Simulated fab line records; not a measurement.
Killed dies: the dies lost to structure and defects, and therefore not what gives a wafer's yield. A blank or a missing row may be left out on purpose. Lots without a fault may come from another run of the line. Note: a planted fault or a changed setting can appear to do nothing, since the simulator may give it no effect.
The same fault as seen by 3 desks -- flow n5Finfet -- each desk holds nothing but its own numbers, with what lay behind them at the end

## THE DEFECT DESK
What the inspections along the route counted, lot by lot: means of the sampled wafers that have a number. If a lot's mean is further than 4 standard deviations from the usual mean, the lot is out of limits and carries the mark OUT (the distance appears in the brackets).
Columns: A = rawDefectCount at N5_BEOL_M8_INSPECT_13, usual 408
lot,first seen here,A
L829,day 10 20:15,570
L831,day 11 13:30,266
L834,day 11 16:58,427
L838,day 12 19:21,427
L839,day 13 08:32,882 (+4.3) OUT
L842,day 13 18:41,1121 (+6.5) OUT
L848,day 14 19:12,459
L849,day 16 04:13,612
L851,day 16 04:58,348
L850,day 16 06:35,542
L852,day 16 10:02,461
This desk finds L839, L842 out of limits, L839 being first, at day 13 08:32 (rawDefectCount at N5_BEOL_M8_INSPECT_13). In limits: L829, L831, L834, L838, L848, L849, L851, L850, L852.

## THE METROLOGY DESK
Means of the sampled wafers that have a number, per lot and without regard to the tool the lot ran on: this is what the gauges read. If a lot's mean is further than 4 standard deviations from the usual mean, the lot is out of limits and carries the mark OUT (the distance appears in the brackets).
Columns: A = M7_THK at N5_BEOL_M7_THK_MEAS_53, usual 79.7 nm; B = cdNm at N5_BEOL_M8_CD_MEAS_11, usual 38.5 nm
lot,first seen here,A,B
L829,day 10 16:41,78.4,38.5
L831,day 11 11:22,79.5,38.5
L834,day 11 14:29,81.1,39.1
L838,day 12 16:18,81.7,38.0
L839,day 13 06:21,78.0,38.5
L842,day 13 16:49,80.6,38.2
L848,day 14 14:03,81.0,39.0
L849,day 16 01:44,81.3,38.4
L851,day 16 03:17,78.7,39.2
L850,day 16 04:35,81.6,38.5
L852,day 16 07:38,81.6,38.1
Finding of this desk: none of the 11 lots has anything out of limits.

## TOOL OWNER'S DESK, pvdSputter-03
The tool's own readings at N5_BEOL_M8_HM_DEP_02 (deposits TiN, target thk 20 nm): means of the sampled wafers that have a number, for each lot that ran on this tool. If a lot's mean is further than 4 standard deviations from the usual mean, the lot is out of limits and carries the mark OUT (the distance appears in the brackets).
Columns: A = throttleValvePct at N5_BEOL_M8_HM_DEP_02, usual 30.3 %
lot,first seen here,A
L829,day 10 19:42,30.6
L834,day 11 16:32,30.9
L839,day 13 08:07,31.1
L842,day 13 18:08,30.3
Finding of this desk: none of the 4 lots has anything out of limits.

## TAKEN TOGETHER
The defect desk could have raised an alarm at day 13 08:32, on L839, L842.
The metrology desk saw nothing out of limits.
The desk of the tool owner found nothing out of limits.
The metrology desk holds a record of L839, L842, inside its limits.
Tool owner's desk: L839, L842 on record, inside its limits.
Of the lots named, all ran N5_BEOL_M8_HM_DEP_02 on pvdSputter-03.

## WHAT WAS PUT IN BY THE SIMULATOR
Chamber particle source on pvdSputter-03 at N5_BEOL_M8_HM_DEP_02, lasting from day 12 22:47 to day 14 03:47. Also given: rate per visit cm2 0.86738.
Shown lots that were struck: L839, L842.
Hours from the fault's start to each desk's first reading out of limits: the defect desk, 10.
